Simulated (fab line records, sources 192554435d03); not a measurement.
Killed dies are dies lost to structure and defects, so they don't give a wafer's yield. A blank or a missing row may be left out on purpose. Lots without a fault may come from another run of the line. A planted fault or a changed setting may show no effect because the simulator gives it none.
fab line records | flow n5_finfet
record lots=6 wafers=18 last_day=17
route steps=1938 shown BEOL_M15@1782 PASSIVATION@1936
lots that met no fault: from a run of the same line without faults
start_h: hours from the record's first day to the start of the lot's first wafer shown | wait_h: hours since the lot's step before | " the same as in the row above | L1.1+2: a row that stands for several wafers | - no value, or no start given | * or withheld: withheld | < > ~ a bound
route shown NAME@n: a module of which the file shows steps, and the number in the route of the first | usual: mean/standard deviation of fault-free wafers | same: alike in all rows | chamber/n: place in a boat | sites: the reading at each site | _std_site: their standard deviation | _edge_site: outer sites' mean less inner sites' | radius_mm: how far each site lies from the wafer's centre | mask NAME#n: copy n | behind: the tool/chamber that last shaped the wafer | hold: why the lot was held/for how many hours/how that ended | device: the transistor (n, p or np) that didn't switch | end of line: the same wafers' tests at the end of the route | a step without rows: its recipe alone | killed: dies lost to structure and defects at the first sort, not the wafer's yield | map: a wafer's dies, x killed, . not, _ none there
set.NAME: the setting as run; set.NAME@STEP: as run at that earlier step | model.NAME: the simulator's own value behind a step, which no gauge read
lots at some steps of the route; a table a step, a row a wafer
services: from which hour (start_h, from the record's first day; less than 0 if before it) a tool's chamber was out of use, for how many hours, and why
## steps
# step N5_BEOL_M15_HARDBAKE_14
# recipe temp_c=130 time_s=120
# step N5_BEOL_M15_CD_MEAS_10
# recipe target_cd_nm=360 landing_energy_ev=500 detector=se_inlens polarity=opening
# usual cd_nm=359.2/1.6
# columns lot.wafer tool chamber start_h wait_h cd_nm
L147.1 cd_sem-01 0 240.74 - 358.6
L147.3 " 0 " " 359.2
L147.4 " 0 " " 359.6
L149.3 cd_sem-03 0 261.73 - 354.1
L149.5 " 0 " " 356.4
L149.6 " 0 " " 358.5
L159.3 cd_sem-02 0 329.91 - 361.1
L159.4 " 0 " " 362.7
L159.5 " 0 " " 362.1
L160.2 cd_sem-01 0 345.96 - 360.5
L160.5 " 0 " " 359.4
L160.6 " 0 " " 359.4
L163.2 cd_sem-03 0 349.47 - 359.9
L163.4 " 0 " " 361.6
L163.5 " 0 " " 360.5
L168.1 cd_sem-01 0 384.14 - 358.6
L168.2 " 0 " " 355.9
L168.4 " 0 " " 359.0
# step N5_BEOL_M15_OVL_MEAS_11
# recipe points_per_wafer=44
# usual V14_OVL=-3/6
# columns lot.wafer tool chamber start_h wait_h V14_OVL[nm]
L147.1 overlay-02 0 240.77 0.0 -2
L147.3 " 0 " " -1
L147.4 " 0 " " 2
L149.3 overlay-02 0 261.76 0.0 -10
L149.5 " 0 " " -5
L149.6 " 0 " " -13
L159.3 overlay-01 0 329.93 0.0 -1
L159.4 " 0 " " -13
L159.5 " 0 " " -10
L160.2 overlay-01 0 345.99 0.0 2
L160.5 " 0 " " 4
L160.6 " 0 " " 2
L163.2 overlay-01 0 349.50 0.0 -13
L163.4 " 0 " " -11
L163.5 " 0 " " -6
L168.1 overlay-02 0 384.17 0.0 -12
L168.2 " 0 " " -9
L168.4 " 0 " " -14
# step N5_BEOL_M15_INSPECT_12
# recipe mode=adi inspect_instrument=macro
# usual raw_defect_count=2.0/1.5
# columns lot.wafer tool chamber start_h wait_h raw_defect_count
L147.1 defect_inspect-01 - 240.79 0.0 0
L147.3 " - " " 3
L147.4 " - " " 1
L149.3 defect_inspect-02 - 261.79 0.0 0
L149.5 " - " " 2
L149.6 " - " " 1
L159.3 defect_inspect-01 - 329.96 0.0 2
L159.4 " - " " 0
L159.5 " - " " 1
L160.2 defect_inspect-01 - 346.01 0.0 1
L160.5 " - " " 6
L160.6 " - " " 0
L163.2 defect_inspect-02 - 349.52 0.0 3
L163.4 " - " " 2
L163.5 " - " " 3
L168.1 defect_inspect-02 - 384.19 0.0 0
L168.2 " - " " 1
L168.4 " - " " 2
# step N5_BEOL_M15_DESCUM_15
# recipe chemistry=O2 time_s=7.9 source_power_w=50 bias_power_w=20 pressure_mtorr=20 rf_frequency_hz=2.712e+07 temp_c=40 o2_flow_sccm=225
# usual drypump_motor_current_A=5.7/0.41 oes_product_au=0.78/0.093 rf_vpp_V=243.2/1.5 showerhead_plenum_p_Torr=2.09/0.07 temp_c=40.00/0.1 throttle_valve_pct=20.36/0.25
# columns lot.wafer tool chamber start_h wait_h drypump_motor_current_A oes_product_au rf_hours_counter_h rf_vpp_V showerhead_plenum_p_Torr temp_c throttle_valve_pct
L147.1 rie_diel-04 2 241.05 0.3 5.6 0.75 157 243.2 2.08 39.94 19.95
L147.3 " 3 " " 5.4 0.85 77 242.0 2.03 39.99 20.20
L147.4 " 0 " " 6.5 0.80 121 244.7 2.19 39.88 20.59
L149.3 rie_diel-04 2 261.83 0.0 5.6 0.73 164 243.9 2.07 39.86 19.94
L149.5 " 1 " " 6.5 0.69 - 242.3 2.08 39.96 20.41
L149.6 " 2 " " 5.6 0.73 - 244.3 2.07 40.03 19.94
L159.3 rie_diel-01 1 329.99 0.0 5.6 0.69 232 243.5 2.07 39.96 20.69
L159.4 " 2 " " 5.5 0.94 6 243.8 2.14 40.01 20.29
L159.5 " 0 " " 5.3 0.90 - 243.9 2.12 40.10 20.07
L160.2 rie_diel-01 0 346.05 0.0 5.3 0.89 53 244.7 2.12 40.03 20.09
L160.5 " 2 " " 5.5 0.93 - 243.8 2.14 40.00 20.30
L160.6 " 1 " " 5.6 0.67 - 243.6 2.07 39.93 20.71
L163.2 rie_diel-04 3 349.71 0.2 5.4 0.82 110 241.1 2.02 40.02 20.23
L163.4 " 2 " " 5.6 0.72 189 241.7 2.07 40.00 19.97
L163.5 " 3 " " 5.4 0.81 - 241.6 2.02 39.99 20.23
L168.1 rie_diel-05 3 384.27 0.1 5.6 0.69 254 241.8 1.97 40.31 20.36
L168.2 " 0 " " 6.0 0.91 16 245.8 2.23 40.07 20.22
L168.4 " 3 " " 5.6 0.69 - 242.1 1.97 40.09 20.37
# step N5_BEOL_M15_ETCH_59
# recipe chemistry=N2/H2 target=BARC target_depth_a=890 overetch_a=267 time_s=67.9 ion_energy_ev=200 pressure_mtorr=30 source_w=840 bias_w=150 n2_flow_sccm=200 h2_flow_sccm=200
# usual drypump_motor_current_A=5.7/0.41 oes_product_au=0.66/0.074 rf_vpp_V=523.7/2.7 showerhead_plenum_p_Torr=2.54/0.087 throttle_valve_pct=17.87/0.24
# columns lot.wafer tool chamber start_h wait_h drypump_motor_current_A oes_product_au rf_hours_counter_h rf_vpp_V showerhead_plenum_p_Torr throttle_valve_pct
L147.1 rie_diel-04 2 241.08 0.0 5.6 0.63 157 523.9 2.56 17.63
L147.3 " 3 " " 5.4 0.73 77 521.6 2.49 17.88
L147.4 " 0 " " 6.5 0.68 121 526.7 2.66 18.14
L149.3 rie_diel-04 2 261.86 0.0 5.6 0.62 164 524.1 2.55 17.64
L149.5 " 1 " " 6.5 0.60 - 523.8 2.50 17.59
L149.6 " 2 " " 5.6 0.62 - 523.8 2.55 17.64
L159.3 rie_diel-01 1 330.03 0.0 5.6 0.59 232 523.8 2.52 18.23
L159.4 " 2 " " 5.5 0.80 6 525.3 2.62 17.90
L159.5 " 0 " " 5.3 0.75 - 524.3 2.59 17.62
L160.2 rie_diel-01 0 346.08 0.0 5.3 0.75 53 525.6 2.58 17.61
L160.5 " 2 " " 5.5 0.78 - 525.5 2.62 17.91
L160.6 " 1 " " 5.6 0.59 - 523.7 2.52 18.25
L163.2 rie_diel-04 3 349.75 0.0 5.4 0.69 110 522.3 2.47 17.94
L163.4 " 2 " " 5.6 0.61 189 522.3 2.54 17.68
L163.5 " 3 " " 5.4 0.70 - 520.5 2.47 17.94
L168.1 rie_diel-05 3 384.30 0.0 5.5 0.59 254 521.5 2.41 17.93
L168.2 " 0 " " 6.1 0.77 16 528.3 2.70 17.59
L168.4 " 3 " " 5.6 0.60 - 519.7 2.41 17.94
# step N5_BEOL_M15_VIA_ETCH_16
# recipe chemistry=C4F8/O2/Ar target=SiO2 he_inner_torr=15 he_outer_torr=30 target_depth_a=17922 time_s=withheld ion_energy_ev=800 pressure_mtorr=20 source_w=1905 bias_w=2040 Ar_flow_sccm=400 C4F8_flow_sccm=16 O2_flow_sccm=12 ends=cleared
# usual drypump_motor_current_A=5.7/0.41 oes_product_au=0.70/0.081 rf_vpp_V=2222/42 showerhead_plenum_p_Torr=3.44/0.11 throttle_valve_pct=30.78/0.28
# columns lot.wafer tool chamber start_h wait_h drypump_motor_current_A oes_product_au rf_vpp_V showerhead_plenum_p_Torr throttle_valve_pct
L147.1 rie_diel-04 2 241.14 0.0 5.6 0.68 2231 3.43 30.33
L147.3 " 3 " " 5.4 0.77 2176 3.35 30.63
L147.4 " 0 " " 6.6 0.72 2240 3.61 31.34
L149.3 rie_diel-04 2 261.92 0.0 5.6 0.66 2229 3.43 30.33
L149.5 " 1 " " 6.5 0.63 2198 3.40 30.54
L149.6 " 2 " " 5.6 0.67 2230 3.43 30.35
L159.3 rie_diel-01 1 330.08 0.0 5.6 0.60 2206 3.37 30.83
L159.4 " 2 " " 5.5 0.85 2225 3.53 31.04
L159.5 " 0 " " 5.3 0.79 2237 3.49 30.57
L160.2 rie_diel-01 0 346.13 0.0 5.3 0.79 2237 3.49 30.57
L160.5 " 2 " " 5.5 0.83 2225 3.53 31.02
L160.6 " 1 " " 5.6 0.61 2205 3.37 30.82
L163.2 rie_diel-04 3 349.80 0.0 5.4 0.73 2175 3.33 30.67
L163.4 " 2 " " 5.6 0.65 2228 3.41 30.36
L163.5 " 3 " " 5.4 0.73 2176 3.33 30.66
L168.1 rie_diel-05 3 384.35 0.0 5.6 0.62 2195 3.28 30.83
L168.2 " 0 " " 6.1 0.81 2324 3.64 30.63
L168.4 " 3 " " 5.6 0.62 2196 3.28 30.81
# step N5_BEOL_M15_STRIP_63
# recipe chemistry=O2 power_w=600 temp_c=60 pressure_mtorr=30 rf_frequency_hz=6e+07 bias_power_w=0 overash_fraction=0.3 o2_flow_sccm=225
# usual drypump_motor_current_A=5.7/0.42 oes_product_au=0.78/0.093 rf_vpp_V=3.7/0.77 showerhead_plenum_p_Torr=2.09/0.069 temp_c=60.01/0.12 throttle_valve_pct=16.62/0.24
# columns lot.wafer tool chamber start_h wait_h drypump_motor_current_A oes_product_au rf_hours_counter_h rf_vpp_V showerhead_plenum_p_Torr temp_c throttle_valve_pct
L147.1 rie_diel-04 2 - - 5.6 0.74 157 3.1 2.08 59.86 16.25
L147.3 " 3 " " 5.4 0.86 77 3.3 2.04 60.16 16.45
L147.4 " 0 " " 6.6 0.80 121 3.1 2.19 60.12 16.82
L149.3 rie_diel-04 2 - - 5.6 0.74 164 2.8 2.08 60.01 16.27
L149.5 " 1 " " 6.5 0.70 - 2.3 2.09 59.89 16.68
L149.6 " 2 " " 5.6 0.75 - 4.2 2.08 60.08 16.27
L159.3 rie_diel-01 1 - - 5.6 0.67 232 3.5 2.08 60.03 16.96
L159.4 " 2 " " 5.5 0.95 7 5.2 2.15 59.70 16.45
L159.5 " 0 " " 5.3 0.90 - 4.7 2.13 59.90 16.30
L160.2 rie_diel-01 0 - - 5.3 0.89 53 2.7 2.13 59.98 16.36
L160.5 " 2 " " 5.5 0.93 - 2.6 2.14 59.94 16.52
L160.6 " 1 " " 5.6 0.67 - 3.2 2.08 59.79 16.99
L163.2 rie_diel-04 3 - - 5.4 0.82 110 4.5 2.02 59.94 16.47
L163.4 " 2 " " 5.6 0.73 189 4.5 2.07 59.93 16.34
L163.5 " 3 " " 5.4 0.82 - 3.5 2.02 60.08 16.53
L168.1 rie_diel-05 3 - - 5.6 0.69 254 3.3 1.98 59.95 16.69
L168.2 " 0 " " 6.1 0.90 16 3.3 2.23 59.87 16.44
L168.4 " 3 " " 5.5 0.68 - 4.3 1.98 60.09 16.68
# step N5_BEOL_M15_STRIP_64
# recipe chemistry=O2 power_w=600 temp_c=60 pressure_mtorr=30 rf_frequency_hz=6e+07 bias_power_w=0 overash_fraction=0.3 o2_flow_sccm=225
# step N5_BEOL_M15_STRIP_65
# recipe chemistry=post_etch_residue_remover time_s=60 temp_c=25 remover_ph=withheld remover_water_wt_pct=withheld remover_fluoride_wt_pct=withheld
# step N5_BEOL_M15_SRD_66
# recipe time_s=30 temp_c=23 rinse_liquid=diw dry=n2_spin spin_rpm=1500 dry_time_s=30
# step N5_BEOL_M15_CD_MEAS_17
# recipe target_cd_nm=360 polarity=opening
# usual cd_nm=359.7/2.1
# columns lot.wafer tool chamber start_h wait_h cd_nm
L147.1 cd_sem-01 - 241.55 0.0 359.6
L147.3 " - " " 359.4
L147.4 " - " " 358.5
L149.3 cd_sem-01 - 262.37 0.0 353.4
L149.5 " - " " 357.6
L149.6 " - " " 359.0
L159.3 cd_sem-01 - 330.49 0.0 362.5
L159.4 " - " " 362.4
L159.5 " - " " 363.6
L160.2 cd_sem-03 - 346.55 0.0 361.4
L160.5 " - " " 359.9
L160.6 " - " " 361.0
L163.2 cd_sem-02 - 350.21 0.0 359.6
L163.4 " - " " 363.8
L163.5 " - " " 360.1
L168.1 cd_sem-01 - 384.76 0.0 358.7
L168.2 " - " " 356.0
L168.4 " - " " 360.5
# step N5_BEOL_M15_COAT_56
# recipe resist=SOC temp_c=250 time_s=60 spin_rpm=1500 resist_thk_nm=550
# usual heater_power_total_W=500.3/1.7 plate_temp_C=249.98/0.15
# columns lot.wafer tool chamber start_h wait_h heater_power_total_W plate_temp_C
L147.1 litho_track-01 0 241.58 0.0 500.7 250.02
L147.3 " 0 " " 498.8 249.98
L147.4 " 0 " " 501.6 250.13
L149.3 litho_track-02 0 262.41 0.0 500.5 250.23
L149.5 " 0 " " 500.3 249.95
L149.6 " 0 " " 499.9 250.08
L159.3 litho_track-01 0 330.53 0.0 477.2 241.46
L159.4 " 0 " " 477.9 241.65
L159.5 " 0 " " 480.2 241.43
L160.2 litho_track-01 0 346.59 0.0 481.1 241.31
L160.5 " 0 " " 478.2 241.48
L160.6 " 0 " " 481.1 241.52
L163.2 litho_track-03 0 350.25 0.0 501.0 249.89
L163.4 " 0 " " 499.0 249.99
L163.5 " 0 " " 498.6 250.09
L168.1 litho_track-02 0 384.80 0.0 501.1 249.98
L168.2 " 0 " " 502.6 250.10
L168.4 " 0 " " 501.2 249.60
# step N5_BEOL_M15_ETCH_57
# recipe chemistry=N2/H2 target=SOC source_w=3000 bias_w=350 time_s=750 ion_energy_ev=200 pressure_mtorr=30 n2_flow_sccm=200 h2_flow_sccm=200
# usual drypump_motor_current_A=5.7/0.39 oes_product_au=0.78/0.09 rf_vpp_V=523.4/2.8 showerhead_plenum_p_Torr=2.52/0.098 throttle_valve_pct=17.74/0.22
# columns lot.wafer tool chamber start_h wait_h drypump_motor_current_A oes_product_au rf_hours_counter_h rf_vpp_V showerhead_plenum_p_Torr throttle_valve_pct
L147.1 rie_diel-05 0 241.86 - 6.0 0.68 227 519.3 2.40 17.91
L147.3 " 1 " " 5.7 0.78 120 518.3 2.34 17.88
L147.4 " 2 " " 5.6 0.86 54 525.6 2.60 17.46
L149.3 rie_diel-04 1 262.47 - 6.5 0.70 202 524.9 2.50 17.50
L149.5 " 0 " " 6.6 0.78 - 528.9 2.66 18.05
L149.6 " 3 " " 5.4 0.84 - 521.6 2.49 17.75
L159.3 rie_diel-05 2 330.66 - 5.5 0.81 77 525.5 2.59 17.52
L159.4 " 3 " " 5.5 0.70 - 520.1 2.42 17.82
L159.5 " 0 " " 6.1 0.95 - 530.6 2.71 17.46
L160.2 rie_diel-04 3 346.65 - 5.4 0.82 109 520.5 2.48 17.80
L160.5 " 2 " " 5.6 0.71 - 522.8 2.54 17.57
L160.6 " 3 " " 5.4 0.83 - 520.9 2.47 17.82
L163.2 rie_diel-04 3 350.31 - 5.4 0.81 110 519.8 2.47 17.80
L163.4 " 2 " " 5.6 0.72 189 522.8 2.54 17.57
L163.5 " 3 " " 5.4 0.81 - 521.8 2.47 17.81
L168.1 rie_diel-04 0 384.87 - 6.6 0.77 165 526.2 2.65 18.10
L168.2 " 1 " " 6.5 0.68 239 523.0 2.48 17.56
L168.4 " 3 " " 5.4 0.80 121 521.0 2.47 17.82
# step N5_PASSIVATION_PROBE_49
# usual defect_limited_yield=91.0/1.4 killed_at_M0_to_M3=35/10 killed_at_M4_up=13/6 killed_at_contacts=13/6.4 killed_at_front_end=42/12 killed_at_other=3.2/2.4 killed_dies=107/17 killed_open=69/13 killed_short=33/7.3 sort_bin_5_function=5.3/0.92 sort_bin_6_memory=3.3/0.66 sort_n_pass=1073/17 sort_yield_pct=90.9/1.4
# same gross_dies=1180 killed_at_back_side=0 sort_bin_4_leakage[%]=0 sort_bin_8_speed[%]=0
# columns lot.wafer tool chamber start_h wait_h defect_limited_yield[%] killed_at_M0_to_M3 killed_at_M4_up killed_at_contacts killed_at_front_end killed_at_other killed_dies killed_open killed_short sort_bin_5_function[%] sort_bin_6_memory[%] sort_n_pass sort_yield_pct[%]
L149.3 prober-02 - 278.66 0.4 92.4 38 7 8 31 6 90 49 38 5.0 2.4 1090 92.4
L149.5 prober-02 - 278.76 0.5 90.3 59 11 18 24 3 115 79 34 5.3 4.1 1065 90.3
L149.6 prober-02 - 278.81 0.5 87.2 54 11 33 48 5 151 98 44 6.2 5.7 1029 87.2
L159.3 prober-01 - 353.87 0.1 92.4 25 13 11 35 6 90 61 20 4.9 2.5 1090 92.4
L159.4 prober-01 - 353.92 0.2 91.5 29 13 8 47 3 100 61 32 5.0 3.4 1080 91.5
L159.5 prober-01 - 353.97 0.2 92.5 31 13 8 32 5 89 55 31 3.9 3.3 1091 92.5
L163.2 prober-01 - 369.01 0.1 90.3 37 17 21 28 11 114 83 27 5.1 4.2 1066 90.3
L163.4 prober-01 - 369.11 0.2 89.8 51 10 13 45 1 120 78 32 6.0 3.6 1060 89.8
L163.5 prober-01 - 369.16 0.2 91.2 42 11 22 27 2 104 61 34 5.0 3.2 1076 91.2
# killed by level:class
L149.3 BEOL_M0_SAQP:geometric_particle:short=20 MOL_CONTACT_COAG:geometric_particle:open=8 FIN_SAQP:geometric_particle:open=4 DUMMY_GATE:geometric_particle:open=4 ILD0:geometric_particle:short=4 BEOL_M0_SAQP:geometric_particle:open=4 GATE_CUT:geometric_particle:short=4 BEOL_M3:geometric_particle:open=4
L149.5 BEOL_M2:geometric_particle:open=15 MOL_CONTACT_COAG:geometric_particle:open=12 BEOL_M0_SAQP:geometric_particle:open=11 BEOL_M0_SAQP:geometric_particle:short=10 BEOL_M4:geometric_particle:open=8 DUMMY_GATE:geometric_particle:open=7 BEOL_M1:geometric_particle:open=7 BEOL_M2:geometric_particle:short=6
L149.6 MOL_CONTACT_COAG:geometric_particle:open=24 BEOL_M1:geometric_particle:open=11 DUMMY_GATE:geometric_particle:open=10 BEOL_M3:geometric_particle:open=10 MOL_CONTACT_COAG:geometric_particle:short=9 BEOL_M0_SAQP:geometric_particle:open=9 BEOL_M0_SAQP:geometric_particle:short=8 BEOL_M3:geometric_particle:short=8
L159.3 STI_FIN_REVEAL:geometric_particle:open=8 MOL_CONTACT_COAG:geometric_particle:open=8 FIN_SAQP:geometric_particle:open=5 DUMMY_GATE:geometric_particle:open=5 BEOL_M0_SAQP:geometric_particle:short=5 BEOL_M0_SAQP:geometric_particle:open=5 BEOL_M4:geometric_particle:open=5 FIN_SAQP:geometric_particle:short=4
L159.4 STI_FIN_REVEAL:geometric_particle:open=16 FIN_SAQP:geometric_particle:short=8 MOL_CONTACT_COAG:geometric_particle:open=7 DUMMY_GATE:geometric_particle:open=6 BEOL_M2:geometric_particle:open=6 BEOL_M1:geometric_particle:short=5 BEOL_M0_SAQP:geometric_particle:short=4 BEOL_M1:geometric_particle:open=4
L159.5 FIN_SAQP:geometric_particle:open=9 BEOL_M0_SAQP:geometric_particle:open=7 BEOL_M0_SAQP:geometric_particle:short=6 BEOL_M4:geometric_particle:open=6 STI_FIN_REVEAL:geometric_particle:open=5 MOL_CONTACT_COAG:geometric_particle:open=5 BEOL_M3:geometric_particle:open=5 FIN_SAQP:geometric_particle:short=4
L163.2 MOL_CONTACT_COAG:geometric_particle:open=17 BEOL_M2:geometric_particle:open=14 BEOL_M3:geometric_particle:open=12 BEOL_M5:geometric_particle:open=6 FIN_SAQP:geometric_particle:open=4 DUMMY_GATE:geometric_particle:open=4 MIM_TOP:geometric_particle:open=4 FIN_SAQP:geometric_particle:short=3
L163.4 BEOL_M2:geometric_particle:open=17 STI_FIN_REVEAL:geometric_particle:open=13 BEOL_M0_SAQP:geometric_particle:open=8 GATE_CUT:geometric_particle:short=7 BEOL_M0_SAQP:geometric_particle:short=7 MOL_CONTACT_COAG:geometric_particle:open=6 BEOL_M1:geometric_particle:open=6 BEOL_M3:geometric_particle:open=6
L163.5 MOL_CONTACT_COAG:geometric_particle:open=13 BEOL_M0_SAQP:geometric_particle:open=13 BEOL_M2:geometric_particle:open=12 BEOL_M0_SAQP:geometric_particle:short=9 MOL_CONTACT_COAG:geometric_particle:short=7 HKMG_FIN:area_etch=6 GATE_CUT:geometric_particle:short=5 FIN_SAQP:geometric_particle:short=3
## services
# columns tool chamber start_h hours kind
rie_diel-04 - 219.11 0.4 repair
rie_diel-05 2 262.35 13.6 repair
rie_diel-01 2 275.85 - clean
rie_diel-01 2 275.85 - consumable_replace:focus_ring
rie_diel-01 2 275.85 30.9 scheduled_down
rie_diel-01 2 275.85 30.9 vent_cycle
rie_diel-05 - 292.60 0.7 repair
rie_diel-05 0 312.77 - clean
rie_diel-05 0 312.77 - consumable_replace:focus_ring
rie_diel-05 1 328.40 64.7 repair
rie_diel-01 3 333.67 1.7 repair
rie_diel-01 3 335.40 - clean
rie_diel-01 3 335.40 - consumable_replace:focus_ring
rie_diel-01 3 335.40 22.5 scheduled_down
rie_diel-01 3 335.40 22.5 vent_cycle
rie_diel-01 - 342.24 0.3 repair
rie_diel-05 0 348.81 15.9 repair
rie_diel-01 - 354.16 0.9 repair
rie_diel-01 0 371.81 12.2 repair
rie_diel-05 - 372.31 2.8 pm
rie_diel-01 1 384.02 - clean
rie_diel-01 1 384.02 - consumable_replace:focus_ring
rie_diel-01 1 384.02 26.3 scheduled_down
rie_diel-01 1 384.02 26.3 vent_cycle
## key
first_sign step=N5_BEOL_M15_COAT_56 reading=plate_temp_C direction=down sigmas=55 usual=* struck=*
effect step=N5_BEOL_M15_COAT_56 reading=heater_power_total_W direction=down sigmas=13 usual=* struck=*
met_at N5_BEOL_M15_COAT_56
struck_wafers L159.3,L159.4,L159.5,L160.2,L160.5,L160.6
onset_between 241.58 330.53
fault kind=process_parameter_drift tool=litho_track-01 chamber=- onset_h=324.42 steps=N5_BEOL_M15_COAT_56 channel=temp_c offset=* shape=step end_h=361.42 acts_in=* stated=*
